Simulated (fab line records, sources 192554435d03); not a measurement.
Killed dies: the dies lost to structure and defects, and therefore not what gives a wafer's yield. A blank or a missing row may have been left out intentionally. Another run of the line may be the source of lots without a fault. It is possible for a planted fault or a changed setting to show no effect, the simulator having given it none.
fab line records	flow n5-finfet
record lots=10	wafers=28	last-day=19
route steps=1938 shown BEOL_M2@929 BEOL_M3@945 BEOL_M4@1111
lots with no fault: from the same line, run without faults
start-h: start of the lot's first displayed wafer, in hours after the record's first day	wait-h: hours from the lot's prior step to this one	" same as the row above	L1.1+2: a single row standing in for several wafers	- value missing, or start not given	* or withheld: withheld	< > ~ a bound
route shown NAME@n: NAME is a module with steps in the file, n the number in the route of the first one	usual: mean/standard deviation taken from wafers without a fault	same: alike in all rows	chamber/n: place in a boat	sites: the reading at each site	_std_site: the standard deviation of these	_edge_site: inner sites' mean taken away from outer sites' mean	radius-mm: for every site, how far away it sits from the centre of the wafer	mask NAME#n: copy n	behind: the most recent tool/chamber to have shaped the wafer	hold: cause of the lot's hold/its duration in hours/its outcome	device: which transistor (n, p or np) failed to switch	end of line: tests of these same wafers at the route's end	a step with no rows: only its recipe	killed: the dies lost at the first sort to structure and to defects; this is not the yield of the wafer	map: a wafer's dies, x killed, . not, _ none there
set.NAME: the setting that was run; set.NAME@STEP: the one run at that earlier step	model.NAME: the simulator's own value behind a step, which no gauge read
a sample of lots followed through the steps of the route, with each step as a table and each wafer as a row
services: the hour from which a tool's chamber was out of use, counted from the record's first day as start-h (under 0 if before that day), plus the number of hours and why
## steps
# step N5_BEOL_M2_RS_MEAS_58
# recipe thk-meas-gauge=four-point-probe	reads=Co_of_BEOL_M2_CO_CAP_55+Cu_of_BEOL_M2_ECD_50+Co_of_BEOL_M2_CVD_47+TaN_of_BEOL_M2_ALD_84
# usual M2_RS=0.68/0.047
lot.wafer	tool	chamber	start-h	wait-h	M2_RS[ohm/sq]
L314.2	film-metro-02	-	150.96	0.1	0.66
L314.3	"	-	"	"	0.70
L314.5	"	-	"	"	0.70
L318.1	film-metro-01	-	171.11	0.0	0.75
L318.4	"	-	"	"	0.64
L321.4	film-metro-02	-	181.65	0.1	0.64
L321.6	"	-	"	"	0.63
L323.2	film-metro-02	-	199.12	0.1	0.65
L323.3	"	-	"	"	0.73
L323.4	"	-	"	"	0.60
L322.2	film-metro-02	-	200.94	0.1	0.72
L322.4	"	-	"	"	0.67
L322.5	"	-	"	"	0.67
L325.3	film-metro-02	-	219.14	0.1	0.69
L325.4	"	-	"	"	0.65
L325.5	"	-	"	"	0.75
L326.1	film-metro-02	-	219.68	0.0	0.65
L326.3	"	-	"	"	0.80
L326.5	"	-	"	"	0.76
L330.1	film-metro-02	-	246.58	0.0	0.65
L330.2	"	-	"	"	0.67
L330.4	"	-	"	"	0.72
L332.1	film-metro-01	-	263.68	0.0	0.65
L332.3	"	-	"	"	0.76
L332.4	"	-	"	"	0.80
L336.3	film-metro-01	-	286.99	0.1	0.64
L336.5	"	-	"	"	0.66
L336.6	"	-	"	"	0.62
# step N5_BEOL_M3_OVL_MEAS_12
# recipe points-per-wafer=522
# usual M3_OVL=0.1/0.63
lot.wafer	tool	chamber	start-h	wait-h	M3_OVL[nm]
L314.2	overlay-02	0	151.87	0.0	0.0
L314.3	"	0	"	"	0.3
L314.5	"	0	"	"	1.4
L318.1	overlay-02	0	172.37	0.0	0.4
L318.4	"	0	"	"	0.0
L321.4	overlay-01	0	182.74	0.0	0.4
L321.6	"	0	"	"	-0.3
L323.2	overlay-02	0	200.39	0.0	0.3
L323.3	"	0	"	"	-0.7
L323.4	"	0	"	"	0.2
L322.2	overlay-02	0	202.83	0.0	-0.4
L322.4	"	0	"	"	-0.1
L322.5	"	0	"	"	0.1
L325.3	overlay-02	0	220.84	0.0	-0.1
L325.4	"	0	"	"	0.7
L325.5	"	0	"	"	-0.4
L326.1	overlay-01	0	221.45	0.0	1.4
L326.3	"	0	"	"	0.5
L326.5	"	0	"	"	0.7
L330.1	overlay-02	0	247.69	0.0	0.5
L330.2	"	0	"	"	-0.5
L330.4	"	0	"	"	-0.7
L332.1	overlay-02	0	265.66	0.0	0.1
L332.3	"	0	"	"	-0.2
L332.4	"	0	"	"	0.1
L336.3	overlay-01	0	289.60	0.0	-0.3
L336.5	"	0	"	"	0.3
L336.6	"	0	"	"	1.3
# step N5_BEOL_M3_HM_OPEN_17
# recipe chemistry=Cl2/BCl3	target-depth-a=200	overetch-a=60	target=TiN	mask-material=SOC	ion-energy-ev=150	pressure-mtorr=10	icp-w=1000	bias-w=126	Cl2_flow_sccm=53.25	bcl3-flow-sccm=21.75	Ar_flow_sccm=25
# usual chamber-pressure-mTorr=10.001/0.0083	drypump-motor-current-A=5.3/0.5	oes_ar_750_au=0.74/0.07	oes-product-au=0.65/0.061	throttle-valve-pct=22.20/0.12
lot.wafer	tool	chamber	start-h	wait-h	chamber-pressure-mTorr	drypump-motor-current-A	oes_ar_750_au	oes-product-au	rf-hours-counter-h	throttle-valve-pct
L314.2	rie-metal-01	1	152.21	0.0	9.991	4.9	0.81	0.70	29	22.17
L314.3	"	0	"	"	10.006	6.2	0.72	0.60	-	22.32
L314.5	"	0	"	"	9.993	6.3	0.73	0.62	-	22.31
L318.1	rie-metal-02	0	172.71	0.0	10.009	5.8	0.58	0.53	126	22.23
L318.4	"	0	"	"	9.990	5.8	0.58	0.52	-	22.23
L321.4	rie-metal-03	0	183.09	0.1	10.016	5.5	0.80	0.70	-	22.05
L321.6	"	0	"	"	9.993	5.5	0.79	0.70	-	22.04
L323.2	rie-metal-03	0	200.73	0.0	10.015	5.5	0.79	0.69	35	22.06
L323.3	"	1	"	"	9.999	4.9	0.75	0.65	-	22.34
L323.4	"	0	"	"	9.990	5.5	0.79	0.69	-	22.05
L322.2	rie-metal-01	1	203.17	0.0	9.998	4.8	0.81	0.67	33	22.20
L322.4	"	0	"	"	9.996	6.2	0.72	0.61	-	22.32
L322.5	"	1	"	"	10.004	4.8	0.80	0.69	-	22.18
L325.3	rie-metal-02	0	221.19	0.1	10.005	5.8	0.58	0.51	-	22.22
L325.4	"	1	"	"	9.991	4.7	0.74	0.63	-	22.18
L325.5	"	1	"	"	9.992	4.7	0.75	0.63	-	22.19
L326.1	rie-metal-01	1	221.80	0.0	9.997	4.8	0.79	0.70	36	22.18
L326.3	"	0	"	"	10.002	6.3	0.72	0.59	-	22.35
L326.5	"	0	"	"	9.997	6.2	0.71	0.61	-	22.33
L330.1	rie-metal-03	0	248.04	0.0	10.001	5.5	0.78	0.68	39	22.09
L330.2	"	1	"	"	9.998	4.9	0.74	0.65	49	22.36
L330.4	"	1	"	"	10.000	4.9	0.74	0.65	-	22.36
L332.1	rie-metal-03	0	266.00	0.0	10.009	5.5	0.78	0.67	41	22.08
L332.3	"	1	"	"	9.994	4.9	0.73	0.65	-	22.35
L332.4	"	0	"	"	9.994	5.5	0.77	0.67	-	22.07
L336.3	rie-metal-03	1	290.29	0.1	9.992	4.9	0.73	0.64	-	22.36
L336.5	"	1	"	"	9.993	4.9	0.73	0.64	-	22.36
L336.6	"	0	"	"	10.001	5.5	0.77	0.68	-	22.06
# step N5_BEOL_M3_COAT_68
# recipe resist=SiARC	temp-c=220	time-s=60	spin-rpm=1500	resist-thk-nm=12
# usual chill-plate-temp-C=23.00/0.097	resist-line-temp-C=23.02/0.11	spin-speed-rpm=1500.1/1
lot.wafer	tool	chamber	start-h	wait-h	chill-plate-temp-C	resist-line-temp-C	spin-speed-rpm
L314.2	litho-track-02	0	152.43	-	23.00	23.01	1501.5
L314.3	"	0	"	"	23.16	22.95	1500.6
L314.5	"	0	"	"	23.04	23.09	1500.8
L318.1	litho-track-04	0	172.93	-	22.97	23.03	1499.9
L318.4	"	0	"	"	22.85	23.02	1499.5
L321.4	litho-track-01	0	183.28	-	23.04	22.91	1499.4
L321.6	"	0	"	"	23.19	22.97	1501.5
L323.2	litho-track-02	0	201.02	-	22.81	23.21	1500.3
L323.3	"	0	"	"	22.98	23.16	1501.1
L323.4	"	0	"	"	22.95	23.11	1500.3
L322.2	litho-track-01	0	203.41	-	23.06	23.08	1498.4
L322.4	"	0	"	"	23.02	23.02	1498.5
L322.5	"	0	"	"	23.06	22.93	1500.5
L325.3	litho-track-01	0	221.44	-	22.95	22.98	1501.4
L325.4	"	0	"	"	22.78	23.03	1500.5
L325.5	"	0	"	"	22.88	23.05	1498.8
L326.1	litho-track-02	0	222.03	-	22.95	22.99	1429.4
L326.3	"	0	"	"	23.02	23.04	1429.4
L326.5	"	0	"	"	22.98	22.85	1429.7
L330.1	litho-track-04	0	248.26	-	22.95	22.84	1499.3
L330.2	"	0	"	"	23.09	23.04	1499.3
L330.4	"	0	"	"	23.02	22.99	1500.0
L332.1	litho-track-02	0	266.22	-	22.96	23.15	1430.3
L332.3	"	0	"	"	23.09	23.04	1430.2
L332.4	"	0	"	"	23.06	22.97	1430.1
L336.3	litho-track-04	0	290.68	-	23.04	22.97	1499.5
L336.5	"	0	"	"	22.98	23.26	1499.0
L336.6	"	0	"	"	22.98	23.04	1500.7
# step N5_BEOL_M4_RC_MEAS_101
# usual DIBL_N=35.8/2.2	DIBL_P=35.3/2.7	IOFF_N=0.16/0.043	IOFF_P=0.21/0.043	ION_N=676/15	ION_P=463/9.1	SS_N=71.4/0.77	SS_P=73.0/0.79	VT_N=250/4	VT_P=-249.8/2.8
lot.wafer	tool	chamber	start-h	wait-h	DIBL_N[mV/V]	DIBL_P[mV/V]	IOFF_N[nA/um]	IOFF_P[nA/um]	ION_N[uA/um]	ION_P[uA/um]	SS_N[mV/dec]	SS_P[mV/dec]	VT_N[mV]	VT_P[mV]
L314.2	prober-02	0	176.18	0.2	37.7	39.0	0.19	0.24	689	474	70.9	72.4	242	-246.0
L314.3	"	0	"	"	40.3	41.7	0.25	0.30	708	481	71.5	73.9	240	-244.5
L314.5	"	0	"	"	35.7	37.3	0.17	0.22	694	478	70.7	72.3	244	-247.6
L318.1	prober-02	0	197.47	0.0	35.9	35.7	0.13	0.19	645	447	71.4	73.9	255	-252.4
L318.4	"	0	"	"	38.0	37.9	0.19	0.22	697	470	71.5	74.1	246	-249.1
L321.4	prober-02	0	213.85	0.5	32.4	32.2	0.11	0.17	673	463	70.6	72.5	253	-250.5
L321.6	"	0	"	"	36.9	36.6	0.18	0.23	680	460	72.2	73.7	248	-249.3
L323.2	prober-02	0	228.23	0.2	35.8	33.7	0.16	0.19	682	468	70.4	72.5	247	-248.5
L323.3	"	0	"	"	37.3	35.3	0.17	0.20	685	466	71.9	74.0	248	-251.6
L323.4	"	0	"	"	34.9	34.2	0.14	0.19	674	469	71.3	73.3	250	-251.7
L322.2	prober-02	0	231.90	0.2	37.2	35.2	0.17	0.20	675	458	71.4	72.9	249	-251.0
L322.4	"	0	"	"	38.9	36.9	0.19	0.22	687	469	71.9	73.0	250	-249.8
L322.5	"	0	"	"	35.4	33.4	0.13	0.17	670	463	71.0	72.4	255	-253.7
L326.1	prober-01	0	247.59	0.0	36.4	36.0	0.16	0.19	690	464	70.8	73.7	249	-250.6
L326.3	"	0	"	"	34.9	34.8	0.15	0.17	687	463	72.2	72.9	249	-252.7
L326.5	"	0	"	"	32.5	33.0	0.11	0.15	669	458	70.2	72.3	255	-253.7
L325.3	prober-01	0	251.10	0.3	36.1	37.7	0.16	0.24	691	475	71.5	73.4	248	-245.8
L325.4	"	0	"	"	35.0	34.5	0.13	0.19	675	465	71.2	72.5	253	-250.0
L325.5	"	0	"	"	38.0	38.7	0.19	0.27	686	470	72.1	73.5	249	-247.0
L330.1	prober-02	0	267.72	0.0	36.9	34.9	0.14	0.20	636	451	71.3	73.2	253	-249.9
L330.2	"	0	"	"	36.0	35.5	0.16	0.23	680	476	71.0	73.0	247	-246.2
L330.4	"	0	"	"	33.5	31.8	0.10	0.16	657	460	70.1	72.1	258	-248.2
L332.1	prober-02	0	293.45	0.0	34.2	33.5	0.12	0.18	666	460	70.2	72.3	255	-250.9
L332.3	"	0	"	"	33.0	34.1	0.13	0.19	670	469	70.6	72.6	249	-249.6
L332.4	"	0	"	"	39.0	40.5	0.24	0.30	702	486	71.8	74.1	244	-244.9
L336.3	prober-01	0	314.68	0.3	35.3	33.6	0.14	0.21	667	466	71.1	72.9	249	-250.5
L336.5	"	0	"	"	35.0	31.5	0.12	0.16	660	459	71.0	72.0	254	-252.2
L336.6	"	0	"	"	35.3	33.0	0.14	0.18	682	466	71.3	72.1	251	-250.8
## services
tool	chamber	start-h	hours	kind
litho-track-04	-	144.97	-	consumable-replace:filter
rie-metal-02	0	226.48	-	clean
rie-metal-02	0	226.48	27.3	scheduled-down
rie-metal-02	0	226.48	27.3	vent-cycle
rie-metal-01	1	240.63	35.6	repair
rie-metal-03	-	246.78	0.1	repair
rie-metal-01	0	262.04	7.6	repair
litho-track-01	-	268.00	-	consumable-replace:filter
litho-track-04	-	287.22	-	consumable-replace:filter
## key
first-sign step=N5_BEOL_M3_COAT_68	reading=spin-speed-rpm	direction=down	sigmas=68	usual=*	struck=*
effect none on later readings
met-at N5_BEOL_M3_COAT_68
struck-lots L326,L332
baseline-loss step=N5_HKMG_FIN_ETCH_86	wafers=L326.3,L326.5
not-acting-at N5_BEOL_M2_RS_MEAS_58,N5_BEOL_M3_OVL_MEAS_12,N5_BEOL_M3_HM_OPEN_17
onset-between 201.02 222.03
fault kind=process-parameter-drift	tool=litho-track-02	chamber=-	onset-h=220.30	steps=N5_BEOL_M3_COAT_68	channel=spin-rpm	offset=*	shape=step	end-h=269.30	acts-in=*	stated=*
# baseline-loss: these wafers lose ten dies or more at that step, a loss of the line's own and not of a fault; the sort's usual values leave them out
